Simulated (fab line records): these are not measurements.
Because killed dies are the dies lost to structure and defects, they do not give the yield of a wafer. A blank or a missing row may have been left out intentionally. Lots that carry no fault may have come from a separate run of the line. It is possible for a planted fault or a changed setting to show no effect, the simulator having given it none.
fab line records + flow n5_finfet
[record]
- lots = 6
- wafers = 18
- last_day = 20
route steps=1938 shown MIM_TOP_LITHO@1841 MIM_TOP_ETCH@1851 MIM_BOT_LITHO@1854 PASSIVATION@1936
lots untouched by any fault: they come from a run of this same line in which no faults occurred
start_h: hours from the record's first day to the start of the lot's first wafer shown + wait_h: time in hours since the lot's previous step + " unchanged from the row above + L1.1+2: a row that stands for several wafers + - value missing, or start not given + * or withheld: withheld + < > ~ a bound
route shown NAME@n: a module of which the file shows steps, and the number in the route of the first + usual: average and standard deviation across the fault-free wafers + same: alike in all rows + chamber/n: place in a boat + sites: per-site readings + _std_site: the values' standard deviation + _edge_site: mean of outer sites minus mean of inner sites + radius_mm: for every site, how far away it sits from the centre of the wafer + mask NAME#n: copy n + behind: the tool/chamber that last shaped the wafer + hold: why the lot went on hold/how many hours it stayed there/how the hold came to an end + device: the n, p or np transistor that did not switch + end of line: the tests these same wafers got at the end of their route + a step without rows: its recipe alone + killed: dies lost to structure and defects at the first sort, not the wafer's yield + map: a wafer's dies, marking killed ones x, the rest . and places with no die _
set.NAME: the run value of the setting; set.NAME@STEP: its run value at that earlier step + model.NAME: the simulator's own value behind a step, which no gauge read
lots at selected steps of the route; one table per step, one row per wafer
services: when a tool's chamber went out of use (start_h, in hours from the record's first day, below 0 if earlier), for how many hours, and the reason
[[steps]]
[step N5_MIM_TOP_LITHO_EBR_04]
[recipe]
- solvent = PGMEA
- ebr_width_mm = 1.5
[step N5_MIM_TOP_LITHO_SOFTBAKE_03]
[recipe]
- temp_c = 100
- time_s = 90
[step N5_MIM_TOP_LITHO_EXPOSE_05]
[recipe]
- mask_id = MIM_TOP
- na = 0.55
- source_shape = conventional
- sigma_outer = 0.8
- polarization = unpolarized
- target_cd_nm = 2000
- dose_mj = 20.5
[step N5_MIM_TOP_LITHO_PEB_06]
[recipe]
- peb_temp_c = withheld
- peb_time_s = *
[step N5_MIM_TOP_LITHO_DEVELOP_07]
[recipe]
- develop_time_s = 60
- rinse_liquid = diw
- dry = air_spin
- dev_temp_c = 21
[step N5_MIM_TOP_LITHO_HARDBAKE_09]
[recipe]
- temp_c = 130
- time_s = 120
[step N5_MIM_TOP_LITHO_CD_MEAS_08]
[recipe]
- target_cd_nm = 2000
- landing_energy_ev = 500
- detector = se_inlens
[usual]
- cd_nm = 1999.9/2
| lot.wafer | tool      | chamber | start_h | wait_h | cd_nm  |
|-----------|-----------|---------|---------|--------|--------|
| L479.1    | cd_sem-03 | 0       | 334.41  | -      | 1998.5 |
| L479.2    | "         | 0       | "       | "      | 1996.6 |
| L479.5    | "         | 0       | "       | "      | 1999.0 |
| L477.1    | cd_sem-01 | 0       | 341.72  | -      | 2000.0 |
| L477.2    | "         | 0       | "       | "      | 2000.1 |
| L477.6    | "         | 0       | "       | "      | 1998.6 |
| L475.2    | cd_sem-01 | 0       | 345.91  | -      | 1998.1 |
| L475.3    | "         | 0       | "       | "      | 1997.6 |
| L475.6    | "         | 0       | "       | "      | 1997.4 |
| L486.1    | cd_sem-02 | 0       | 372.08  | -      | 2001.8 |
| L486.5    | "         | 0       | "       | "      | 2003.8 |
| L486.6    | "         | 0       | "       | "      | 2002.9 |
| L489.2    | cd_sem-02 | 0       | 400.06  | -      | 1997.7 |
| L489.5    | "         | 0       | "       | "      | 2000.0 |
| L489.6    | "         | 0       | "       | "      | 1997.3 |
| L497.1    | cd_sem-03 | 0       | 466.85  | -      | 2002.5 |
| L497.2    | "         | 0       | "       | "      | 2000.8 |
| L497.4    | "         | 0       | "       | "      | 2001.6 |
[step N5_MIM_TOP_LITHO_OVL_MEAS_11]
[recipe]
- points_per_wafer = 44
[usual]
- MIM_TOP_OVL = -4/5.9
| lot.wafer | tool       | chamber | start_h | wait_h | MIM_TOP_OVL[nm] |
|-----------|------------|---------|---------|--------|-----------------|
| L479.1    | overlay-02 | 0       | 334.44  | 0.0    | -9              |
| L479.2    | "          | 0       | "       | "      | -2              |
| L479.5    | "          | 0       | "       | "      | -15             |
| L477.1    | overlay-02 | 0       | 341.75  | 0.0    | 3               |
| L477.2    | "          | 0       | "       | "      | -2              |
| L477.6    | "          | 0       | "       | "      | -3              |
| L475.2    | overlay-02 | 0       | 345.93  | 0.0    | -13             |
| L475.3    | "          | 0       | "       | "      | -8              |
| L475.6    | "          | 0       | "       | "      | -9              |
| L486.1    | overlay-01 | 0       | 372.11  | 0.0    | 3               |
| L486.5    | "          | 0       | "       | "      | -1              |
| L486.6    | "          | 0       | "       | "      | -5              |
| L489.2    | overlay-02 | 0       | 400.09  | 0.0    | 7               |
| L489.5    | "          | 0       | "       | "      | -1              |
| L489.6    | "          | 0       | "       | "      | 4               |
| L497.1    | overlay-01 | 0       | 466.88  | 0.0    | -8              |
| L497.2    | "          | 0       | "       | "      | -1              |
| L497.4    | "          | 0       | "       | "      | -2              |
[step N5_MIM_TOP_LITHO_INSPECT_12]
[recipe]
- mode = adi
- inspect_instrument = macro
[usual]
- raw_defect_count = 2.1/1.2
| lot.wafer | tool              | chamber | start_h | wait_h | raw_defect_count |
|-----------|-------------------|---------|---------|--------|------------------|
| L479.1    | defect_inspect-01 | -       | 334.46  | 0.0    | 2                |
| L479.2    | "                 | -       | "       | "      | 3                |
| L479.5    | "                 | -       | "       | "      | 3                |
| L477.1    | defect_inspect-02 | -       | 341.77  | 0.0    | 1                |
| L477.2    | "                 | -       | "       | "      | 0                |
| L477.6    | "                 | -       | "       | "      | 1                |
| L475.2    | defect_inspect-01 | -       | 345.96  | 0.0    | 3                |
| L475.3    | "                 | -       | "       | "      | 2                |
| L475.6    | "                 | -       | "       | "      | 1                |
| L486.1    | defect_inspect-01 | -       | 372.14  | 0.0    | 2                |
| L486.5    | "                 | -       | "       | "      | 2                |
| L486.6    | "                 | -       | "       | "      | 0                |
| L489.2    | defect_inspect-01 | -       | 400.11  | 0.0    | 3                |
| L489.5    | "                 | -       | "       | "      | 2                |
| L489.6    | "                 | -       | "       | "      | 2                |
| L497.1    | defect_inspect-01 | -       | 466.90  | 0.0    | 2                |
| L497.2    | "                 | -       | "       | "      | 1                |
| L497.4    | "                 | -       | "       | "      | 5                |
[step N5_MIM_TOP_LITHO_DESCUM_10]
[recipe]
- chemistry = O2
- time_s = 7.9
- source_power_w = 50
- bias_power_w = 20
- pressure_mtorr = 20
- rf_frequency_hz = 2.712e+07
- temp_c = 40
- o2_flow_sccm = 225
[usual]
- drypump_motor_current_A = 5.9/0.53
- oes_product_au = 0.84/0.088
- rf_vpp_V = 243.7/1.4
- showerhead_plenum_p_Torr = 2.13/0.077
- throttle_valve_pct = 20.3/0.3
| lot.wafer | tool        | chamber | start_h | wait_h | drypump_motor_current_A | oes_product_au | rf_hours_counter_h | rf_vpp_V | showerhead_plenum_p_Torr | throttle_valve_pct |
|-----------|-------------|---------|---------|--------|-------------------------|----------------|--------------------|----------|--------------------------|--------------------|
| L479.1    | rie_diel-06 | 0       | 334.50  | 0.0    | 5.9                     | 0.70           | 242                | 243.9    | 2.13                     | 20.5               |
| L479.2    | "           | 1       | "       | "      | 5.2                     | 0.67           | 249                | 243.7    | 2.17                     | 20.6               |
| L479.5    | "           | 3       | "       | "      | 6.8                     | 0.94           | -                  | 242.7    | 2.12                     | 20.0               |
| L477.1    | rie_diel-02 | 3       | 341.84  | 0.1    | 6.4                     | 0.68           | 242                | 240.9    | 1.98                     | 20.2               |
| L477.2    | "           | 0       | "       | "      | 6.1                     | 0.84           | 76                 | 244.1    | 2.22                     | 20.0               |
| L477.6    | "           | 0       | "       | "      | 6.1                     | 0.85           | -                  | 246.6    | 2.22                     | 20.0               |
| L475.2    | rie_diel-06 | 2       | 345.99  | 0.0    | 6.2                     | 0.93           | 12                 | 244.9    | 2.16                     | 20.4               |
| L475.3    | "           | 3       | "       | "      | 6.8                     | 0.93           | 22                 | 245.9    | 2.12                     | 20.0               |
| L475.6    | "           | 3       | "       | "      | 6.8                     | 0.92           | -                  | 245.5    | 2.12                     | 20.0               |
| L486.1    | rie_diel-02 | 2       | 372.17  | 0.0    | 5.2                     | 0.87           | 49                 | 243.6    | 2.04                     | 20.2               |
| L486.5    | "           | 2       | "       | "      | 5.2                     | 0.87           | -                  | 241.4    | 2.04                     | 20.2               |
| L486.6    | "           | 0       | "       | "      | 6.1                     | 0.83           | -                  | 244.1    | 2.21                     | 20.0               |
| L489.2    | rie_diel-06 | 3       | 400.15  | 0.0    | 6.8                     | 0.87           | 48                 | 243.7    | 2.11                     | 20.0               |
| L489.5    | "           | 3       | "       | "      | 6.8                     | 0.87           | -                  | 243.4    | 2.11                     | 20.0               |
| L489.6    | "           | 1       | "       | "      | 5.3                     | 0.90           | -                  | 243.3    | 2.16                     | 20.4               |
| L497.1    | rie_diel-02 | 1       | 466.94  | 0.0    | 5.5                     | 0.83           | 61                 | 242.6    | 2.05                     | 20.7               |
| L497.2    | "           | 2       | "       | "      | 5.2                     | 0.82           | 82                 | 243.4    | 2.03                     | 20.3               |
| L497.4    | "           | 0       | "       | "      | 6.1                     | 0.79           | 121                | 244.9    | 2.20                     | 20.0               |
[step N5_MIM_TOP_ETCH_ETCH_00]
[recipe]
- chemistry = Cl2/BCl3
- target = TiN
- target_depth_a = 385
- ion_energy_ev = 150
- pressure_mtorr = 10
- icp_w = 1000
- bias_w = 126
- Cl2_flow_sccm = 53.25
- bcl3_flow_sccm = 21.75
- Ar_flow_sccm = 25
[usual]
- drypump_motor_current_A = 5.5/0.58
- oes_product_au = 0.83/0.061
- throttle_valve_pct = 22.66/0.26
| lot.wafer | tool         | chamber | start_h | wait_h | drypump_motor_current_A | oes_product_au | rf_hours_counter_h | throttle_valve_pct |
|-----------|--------------|---------|---------|--------|-------------------------|----------------|--------------------|--------------------|
| L479.1    | rie_metal-02 | 1       | 334.58  | 0.1    | 6.4                     | 0.84           | 29                 | 22.85              |
| L479.2    | "            | 0       | "       | "      | 4.8                     | 0.92           | 6                  | 22.38              |
| L479.5    | "            | 0       | "       | "      | 4.8                     | 0.92           | -                  | 22.37              |
| L477.1    | rie_metal-02 | 1       | 341.93  | 0.1    | 6.4                     | 0.84           | 30                 | 22.86              |
| L477.2    | "            | 0       | "       | "      | 4.8                     | 0.91           | 7                  | 22.37              |
| L477.6    | "            | 0       | "       | "      | 4.9                     | 0.91           | -                  | 22.38              |
| L475.2    | rie_metal-01 | 0       | 346.12  | 0.1    | 5.0                     | 0.82           | -                  | 22.67              |
| L475.3    | "            | 0       | "       | "      | 5.0                     | 0.82           | -                  | 22.68              |
| L475.6    | "            | 0       | "       | "      | 5.0                     | 0.82           | -                  | 22.67              |
| L486.1    | rie_metal-03 | 1       | 372.26  | 0.1    | 6.0                     | 0.92           | 6                  | 22.35              |
| L486.5    | "            | 0       | "       | "      | 5.1                     | 0.77           | -                  | 23.01              |
| L486.6    | "            | 1       | "       | "      | 6.0                     | 0.93           | -                  | 22.33              |
| L489.2    | rie_metal-02 | 0       | 400.23  | 0.1    | 4.8                     | 0.88           | 12                 | 22.40              |
| L489.5    | "            | 0       | "       | "      | 4.9                     | 0.88           | -                  | 22.40              |
| L489.6    | "            | 1       | "       | "      | 6.4                     | 0.82           | -                  | 22.87              |
| L497.1    | rie_metal-02 | 1       | 467.03  | 0.1    | 6.4                     | 0.80           | 41                 | 22.87              |
| L497.2    | "            | 0       | "       | "      | 4.9                     | 0.87           | 16                 | 22.41              |
| L497.4    | "            | 0       | "       | "      | 4.8                     | 0.88           | -                  | 22.40              |
[step N5_MIM_TOP_ETCH_STRIP_01]
[recipe]
- chemistry = O2
- power_w = 600
- temp_c = 60
- pressure_mtorr = 30
- rf_frequency_hz = 6e+07
- bias_power_w = 0
- overash_fraction = 0.5
- o2_flow_sccm = 225
[usual]
- drypump_motor_current_A = 5.7/0.49
- oes_product_au = 0.82/0.079
- rf_vpp_V = 3.7/1.6
- showerhead_plenum_p_Torr = 2.08/0.07
- throttle_valve_pct = 16.67/0.17
| lot.wafer | tool        | chamber | start_h | wait_h | drypump_motor_current_A | oes_product_au | rf_hours_counter_h | rf_vpp_V | showerhead_plenum_p_Torr | throttle_valve_pct |
|-----------|-------------|---------|---------|--------|-------------------------|----------------|--------------------|----------|--------------------------|--------------------|
| L479.1    | rie_diel-04 | 2       | 334.76  | 0.1    | 5.5                     | 0.73           | 181                | 1.6      | 1.98                     | 16.53              |
| L479.2    | "           | 1       | "       | "      | 5.8                     | 0.78           | 111                | 2.5      | 2.03                     | 16.81              |
| L479.5    | "           | 1       | "       | "      | 5.7                     | 0.80           | -                  | 2.8      | 2.03                     | 16.82              |
| L477.1    | rie_diel-01 | 2       | 342.07  | 0.1    | 5.2                     | 0.82           | 89                 | 3.9      | 2.13                     | 16.58              |
| L477.2    | "           | 3       | "       | "      | 6.3                     | 0.85           | 78                 | 2.7      | 2.01                     | 16.60              |
| L477.6    | "           | 2       | "       | "      | 5.1                     | 0.80           | -                  | 7.1      | 2.13                     | 16.57              |
| L475.2    | rie_diel-05 | 1       | 346.47  | 0.3    | 5.9                     | 0.82           | 102                | 1.7      | 2.22                     | 16.96              |
| L475.3    | "           | 3       | "       | "      | 5.0                     | 0.80           | 86                 | 2.0      | 2.01                     | 16.48              |
| L475.6    | "           | 3       | "       | "      | 5.0                     | 0.82           | -                  | 5.4      | 2.01                     | 16.50              |
| L486.1    | rie_diel-01 | 2       | 372.57  | 0.3    | 5.1                     | 0.77           | 101                | 2.7      | 2.13                     | 16.64              |
| L486.5    | "           | 1       | "       | "      | 6.2                     | 1.00           | -                  | 4.1      | 2.17                     | 16.36              |
| L486.6    | "           | 2       | "       | "      | 5.1                     | 0.80           | -                  | 5.2      | 2.12                     | 16.59              |
| L489.2    | rie_diel-05 | 3       | 400.37  | 0.1    | 5.0                     | 0.81           | 98                 | 2.3      | 2.01                     | 16.61              |
| L489.5    | "           | 3       | "       | "      | 5.0                     | 0.81           | -                  | 4.9      | 2.01                     | 16.53              |
| L489.6    | "           | 2       | "       | "      | 5.5                     | 0.71           | -                  | 2.5      | 2.01                     | 16.98              |
| L497.1    | rie_diel-01 | 0       | 467.17  | 0.1    | 6.2                     | 0.82           | 73                 | 3.3      | 2.11                     | 16.78              |
| L497.2    | "           | 1       | "       | "      | 6.2                     | 0.91           | 31                 | 1.7      | 2.16                     | 16.45              |
| L497.4    | "           | 3       | "       | "      | 6.3                     | 0.80           | 118                | 1.8      | 2.00                     | 16.67              |
[step N5_MIM_TOP_ETCH_PECVD_03]
[recipe]
- material = SiNx
- target_thk_a = 200
- temp_c = 400
- precursor = SiH4/NH3/N2
- pressure_torr = 1.5
- rf_w = 300
- time_s = 17.6
[usual]
- chamber_pressure_Torr = 1.500/0.0031
- heater_power_outer_w = 481/56
- heater_power_w = 797/82
- showerhead_plenum_p_Torr = 5.13/0.088
- throttle_valve_pct = 39.7/2.2
| lot.wafer | tool     | chamber | start_h | wait_h | chamber_pressure_Torr | heater_power_outer_w | heater_power_w | showerhead_plenum_p_Torr | since_wet_clean_h | throttle_valve_pct |
|-----------|----------|---------|---------|--------|-----------------------|----------------------|----------------|--------------------------|-------------------|--------------------|
| L479.1    | pecvd-02 | 1       | 334.82  | -      | -                     | -                    | -              | -                        | -                 | -                  |
| L479.2    | "        | 2       | "       | "      | -                     | -                    | -              | -                        | -                 | -                  |
| L479.5    | "        | 2       | "       | "      | -                     | -                    | -              | -                        | -                 | -                  |
| L477.1    | pecvd-02 | 1       | 342.13  | -      | -                     | -                    | -              | -                        | -                 | -                  |
| L477.2    | "        | 2       | "       | "      | -                     | -                    | -              | -                        | -                 | -                  |
| L477.6    | "        | 2       | "       | "      | -                     | -                    | -              | -                        | -                 | -                  |
| L475.2    | pecvd-02 | 0       | 346.54  | -      | 1.493                 | 562                  | 858            | 5.19                     | 1413              | 41.8               |
| L475.3    | "        | 1       | "       | "      | 1.495                 | 492                  | 807            | 5.23                     | 2138              | 39.9               |
| L475.6    | "        | 1       | "       | "      | 1.494                 | 490                  | 780            | 5.23                     | -                 | 39.8               |
| L486.1    | pecvd-02 | 1       | 372.63  | -      | 1.498                 | 516                  | 821            | 5.21                     | 2164              | 39.8               |
| L486.5    | "        | 1       | "       | "      | 1.503                 | 522                  | 830            | 5.23                     | -                 | 39.8               |
| L486.6    | "        | 2       | "       | "      | 1.503                 | 500                  | 939            | 4.96                     | -                 | 40.7               |
| L489.2    | pecvd-03 | 2       | 400.44  | -      | 1.496                 | 476                  | 784            | 5.18                     | 532               | 36.0               |
| L489.5    | "        | 2       | "       | "      | 1.501                 | 475                  | 790            | 5.18                     | -                 | 36.0               |
| L489.6    | "        | 0       | "       | "      | 1.499                 | 487                  | 801            | 5.15                     | -                 | 42.6               |
| L497.1    | pecvd-03 | 2       | 467.23  | -      | 1.499                 | 476                  | 799            | 5.18                     | 598               | 36.2               |
| L497.2    | "        | 0       | "       | "      | 1.497                 | 400                  | 656            | 5.13                     | 1352              | 42.7               |
| L497.4    | "        | 0       | "       | "      | 1.502                 | 398                  | 660            | 5.13                     | -                 | 42.8               |
[step N5_MIM_BOT_LITHO_HMDS_01]
[recipe]
- time_s = 60
- temp_c = 120
[step N5_PASSIVATION_PROBE_49]
[usual]
- defect_limited_yield = 91.4/1.2
- killed_at_M0_to_M3 = 35/11
- killed_at_M4_up = 14/6
- killed_at_contacts = 12/6.7
- killed_at_front_end = 37/9.7
- killed_at_other = 3.5/2.5
- killed_dies = 102/15
- killed_open = 67/12
- killed_short = 33/7.3
- sort_bin_5_function = 5.1/0.81
- sort_bin_6_memory = 3.2/0.65
- sort_n_pass = 1078/15
- sort_yield_pct = 91.4/1.2
[same]
- gross_dies = 1180
- killed_at_back_side = 0
- sort_bin_4_leakage[%] = 0
- sort_bin_8_speed[%] = 0
| lot.wafer | tool      | chamber | start_h | wait_h | defect_limited_yield[%] | killed_at_M0_to_M3 | killed_at_M4_up | killed_at_contacts | killed_at_front_end | killed_at_other | killed_dies | killed_open | killed_short | sort_bin_5_function[%] | sort_bin_6_memory[%] | sort_n_pass | sort_yield_pct[%] |
|-----------|-----------|---------|---------|--------|-------------------------|--------------------|-----------------|--------------------|---------------------|-----------------|-------------|-------------|--------------|------------------------|----------------------|-------------|-------------------|
| L479.1    | prober-01 | -       | 345.46  | 0.0    | 91.9                    | 40                 | 11              | 6                  | 37                  | 1               | 95          | 64          | 30           | 5.4                    | 2.3                  | 1085        | 91.9              |
| L479.2    | prober-01 | -       | 345.51  | 0.1    | 91.3                    | 43                 | 14              | 9                  | 37                  | 0               | 103         | 70          | 31           | 4.7                    | 3.6                  | 1077        | 91.3              |
| L479.5    | prober-01 | -       | 345.66  | 0.2    | 91.4                    | 39                 | 10              | 4                  | 49                  | 0               | 102         | 70          | 31           | 4.8                    | 3.8                  | 1078        | 91.4              |
| L477.1    | prober-01 | -       | 353.56  | 0.0    | 91.2                    | 27                 | 16              | 20                 | 34                  | 7               | 104         | 71          | 32           | 5.0                    | 3.7                  | 1076        | 91.2              |
| L477.2    | prober-01 | -       | 353.61  | 0.1    | 91.4                    | 38                 | 16              | 9                  | 36                  | 2               | 101         | 69          | 32           | 5.1                    | 3.3                  | 1079        | 91.4              |
| L477.6    | prober-01 | -       | 353.81  | 0.3    | 92.7                    | 11                 | 16              | 13                 | 37                  | 9               | 86          | 60          | 25           | 5.2                    | 1.9                  | 1094        | 92.7              |
| L486.1    | prober-02 | -       | 381.54  | 0.3    | 90.3                    | 32                 | 31              | 19                 | 24                  | 8               | 114         | 87          | 26           | 6.2                    | 3.4                  | 1066        | 90.3              |
| L486.5    | prober-02 | -       | 381.74  | 0.5    | 89.9                    | 44                 | 34              | 9                  | 23                  | 9               | 119         | 91          | 27           | 6.1                    | 3.6                  | 1061        | 89.9              |
| L486.6    | prober-02 | -       | 381.79  | 0.5    | 91.9                    | 34                 | 19              | 6                  | 36                  | 1               | 96          | 67          | 28           | 5.5                    | 2.4                  | 1084        | 91.9              |
// killed by level:class
L479.1 BEOL_M2:geometric_particle:open=12 FIN_SAQP:geometric_particle:short=9 STI_FIN_REVEAL:geometric_particle:open=8 BEOL_M3:geometric_particle:open=6 BEOL_M2:geometric_particle:short=6 FIN_SAQP:geometric_particle:open=5 BEOL_M4:geometric_particle:open=5 MOL_CONTACT_COAG:geometric_particle:open=5
L479.2 BEOL_M2:geometric_particle:open=23 FIN_SAQP:geometric_particle:short=10 MOL_CONTACT_COAG:geometric_particle:open=8 BEOL_M0_SAQP:geometric_particle:open=6 BEOL_M3:geometric_particle:open=5 STI_FIN_REVEAL:geometric_particle:open=4 DUMMY_GATE:geometric_particle:open=4 BEOL_M4:geometric_particle:open=4
L479.5 BEOL_M2:geometric_particle:open=13 FIN_SAQP:geometric_particle:open=12 STI_FIN_REVEAL:geometric_particle:open=11 BEOL_M0_SAQP:geometric_particle:open=9 FIN_SAQP:geometric_particle:short=6 BEOL_M0_SAQP:geometric_particle:short=6 STI_FIN_REVEAL:geometric_particle:short=5 GATE_CUT:geometric_particle:open=5
L477.1 MOL_CONTACT_COAG:geometric_particle:open=15 FIN_SAQP:geometric_particle:open=14 BEOL_M2:geometric_particle:open=13 BEOL_M4:geometric_particle:open=6 GATE_CUT:geometric_particle:open=5 MOL_CONTACT_COAG:geometric_particle:short=5 BEOL_M2:geometric_particle:short=5 STI_FIN_REVEAL:geometric_particle:open=4
L477.2 BEOL_M2:geometric_particle:open=13 BEOL_M0_SAQP:geometric_particle:open=11 STI_FIN_REVEAL:geometric_particle:open=10 MOL_CONTACT_COAG:geometric_particle:open=7 BEOL_M0_SAQP:geometric_particle:short=5 FIN_SAQP:geometric_particle:short=4 FIN_SAQP:geometric_particle:open=4 STI_FIN_REVEAL:geometric_particle:short=4
L477.6 MOL_CONTACT_COAG:geometric_particle:open=12 FIN_SAQP:geometric_particle:open=6 STI_FIN_REVEAL:geometric_particle:open=5 ILD0:geometric_particle:open=4 GATE_CUT:geometric_particle:open=4 GATE_CUT:geometric_particle:short=4 BEOL_M6:geometric_particle:open=4 FIN_CUT:geometric_particle:open=3
L486.1 MOL_CONTACT_COAG:geometric_particle:open=17 BEOL_M4:geometric_particle:open=14 BEOL_M3:geometric_particle:open=13 STI_FIN_REVEAL:geometric_particle:open=11 BEOL_M0_SAQP:geometric_particle:short=6 BEOL_M1:geometric_particle:open=5 BEOL_M6:geometric_particle:open=5 BEOL_M0_SAQP:geometric_particle:open=4
L486.5 BEOL_M4:geometric_particle:open=16 BEOL_M1:geometric_particle:open=14 MOL_CONTACT_COAG:geometric_particle:open=8 BEOL_M2:geometric_particle:open=8 FIN_SAQP:geometric_particle:open=7 BEOL_M0_SAQP:geometric_particle:open=7 STI_FIN_REVEAL:geometric_particle:open=6 BEOL_M1:geometric_particle:short=6
L486.6 BEOL_M3:geometric_particle:open=13 BEOL_M4:geometric_particle:open=9 STI_FIN_REVEAL:geometric_particle:open=8 BEOL_M1:geometric_particle:open=6 GATE_CUT:geometric_particle:short=5 MOL_CONTACT_COAG:geometric_particle:open=5 BEOL_M2:geometric_particle:open=5 FIN_SAQP:geometric_particle:short=4
[[services]]
| tool         | chamber | start_h | hours | kind                          |
|--------------|---------|---------|-------|-------------------------------|
| pecvd-02     | 1       | 314.06  | 5.5   | scheduled_down                |
| rie_metal-02 | -       | 325.49  | 1.1   | repair                        |
| rie_diel-02  | -       | 336.28  | 0.6   | repair                        |
| rie_metal-01 | 1       | 339.18  | 17.2  | repair                        |
| rie_metal-03 | 0       | 339.98  | 5.8   | repair                        |
| pecvd-02     | 0       | 355.07  | 39.7  | repair                        |
| pecvd-02     | 1       | 366.88  | 2.1   | scheduled_down                |
| rie_diel-06  | -       | 367.66  | 0.3   | repair                        |
| rie_metal-01 | 1       | 374.88  | 1.7   | repair                        |
| rie_diel-01  | 0       | 378.42  | 9.6   | repair                        |
| rie_diel-05  | 3       | 378.97  | 14.3  | repair                        |
| rie_diel-05  | 0       | 379.15  | 1.6   | repair                        |
| rie_metal-02 | 0       | 383.10  | 15.2  | repair                        |
| rie_diel-06  | 0       | 391.80  | 48.8  | repair                        |
| pecvd-02     | 1       | 394.72  | -     | clean                         |
| pecvd-02     | 1       | 394.72  | -     | consumable_replace:showerhead |
| pecvd-02     | 1       | 394.72  | 29.0  | scheduled_down                |
| rie_diel-04  | 0       | 399.11  | 26.0  | repair                        |
| rie_diel-04  | 2       | 402.36  | 8.4   | repair                        |
| rie_diel-06  | 1       | 404.37  | 14.4  | repair                        |
| rie_metal-02 | 0       | 408.68  | 5.2   | repair                        |
| rie_diel-05  | 3       | 430.73  | 9.2   | repair                        |
| rie_diel-05  | 0       | 449.83  | 7.7   | repair                        |
| rie_metal-02 | -       | 454.80  | 2.8   | pm                            |
[[key]]
[first_sign]
- step = N5_MIM_TOP_ETCH_PECVD_03
- reading = tool_record
- direction = missing
effect none on later readings
met_at N5_MIM_TOP_ETCH_PECVD_03
struck_wafers L477.1,L477.2,L477.6,L479.1,L479.2,L479.5
[fault]
- kind = skipped_step_whole
- tool = pecvd-02
- chamber = -
- onset_h = 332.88
- steps = N5_MIM_TOP_ETCH_PECVD_03
- scope = struck_lots_only
